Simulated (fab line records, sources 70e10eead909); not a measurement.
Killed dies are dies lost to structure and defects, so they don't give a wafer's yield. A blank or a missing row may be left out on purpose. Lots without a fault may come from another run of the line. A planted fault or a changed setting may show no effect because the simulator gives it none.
Which tool did it? | flow nand_harc | 12 lots, 36 wafers sampled, at 3 steps of a route of 1302

WHAT THE GAUGES READ, wafer by wafer
NHARC_A_BLC_INSPECT_12.
lot  | measured     | on                | raw_defect_count
L076 | day 23 03:58 | defect_inspect-02 | 56 73 62
L078 | day 24 00:35 | defect_inspect-01 | 17 12 17
L081 | day 25 15:10 | defect_inspect-02 | 24 29 17
L080 | day 25 21:32 | defect_inspect-02 | 112 121 121
L083 | day 26 09:59 | defect_inspect-01 | 133 122 133
L085 | day 27 07:58 | defect_inspect-01 | 18 17 27
L087 | day 28 08:53 | defect_inspect-02 | 64 81 63
L089 | day 28 14:55 | defect_inspect-02 | 144 143 150
L092 | day 29 03:31 | defect_inspect-01 | 59 65 69
L093 | day 30 04:05 | defect_inspect-01 | 107 127 115
L096 | day 31 15:04 | defect_inspect-02 | 26 22 21
L097 | day 31 22:35 | defect_inspect-01 | 90 91 97

WHICH TOOL RAN EACH LOT (tool, then ch and the chambers of the sampled wafers, then the start)
lot  | NHARC_A_CONTACT_ETCH_92            | NHARC_A_CONTACT_CMP_20
L076 | rie_diel-12 ch 0,2,3, day 23 00:20 | cmp-03 ch 0,2, day 23 02:54
L078 | rie_diel-06 ch 2,3, day 23 21:15   | cmp-03 ch 0,1,2, day 23 23:35
L081 | rie_diel-13 ch 1,2,3, day 25 11:54 | cmp-03 ch 0,1, day 25 14:08
L080 | rie_diel-13 ch 0,1, day 25 18:14   | cmp-03 ch 0,1,3, day 25 20:31
L083 | rie_diel-13 ch 0,2, day 26 06:40   | cmp-04 ch 0,1, day 26 08:58
L085 | rie_diel-06 ch 0,2, day 27 04:32   | cmp-04 ch 1,2,3, day 27 06:56
L087 | rie_diel-12 ch 0,2, day 28 05:20   | cmp-02 ch 0,3, day 28 07:52
L089 | rie_diel-12 ch 0,2, day 28 11:36   | cmp-03 ch 0,1,3, day 28 13:53
L092 | rie_diel-13 ch 0,1,2, day 29 00:09 | cmp-02 ch 0,1,2, day 29 02:30
L093 | rie_diel-06 ch 1,2, day 30 00:41   | cmp-02 ch 0,2,3, day 30 03:07
L096 | rie_diel-13 ch 1,2,3, day 31 11:46 | cmp-04 ch 2,3, day 31 14:02
L097 | rie_diel-13 ch 0,3, day 31 19:18   | cmp-03 ch 0,1,3, day 31 21:35
- NHARC_A_CONTACT_ETCH_92: etches the open film in CH3F/O2, target depth 40 nm, time 85.7 s.
- NHARC_A_CONTACT_CMP_20: polishes, t overpolish 30 s, target thk 300 nm.

THE ANSWER, worked out from the rows above alone
Rule: what is usual is taken from the lots themselves. Put in order of their means at a reading, lots are off if they are a third of the lots or fewer, leave a main group of 4 or more, and stand apart from it by a gap of 3 or more times the standard deviation of the main group's means; of several such gaps the widest counts. A main group whose means are all the same, to the digits that the tables above print for the reading, isn't used. A lot without any number at a reading at which 4 lots or more have one is off too. The other lots that the step has rows for count as sound.
No lot is off at any reading shown: from this, nothing can be told.

WHAT THE SIMULATOR HAD PUT IN
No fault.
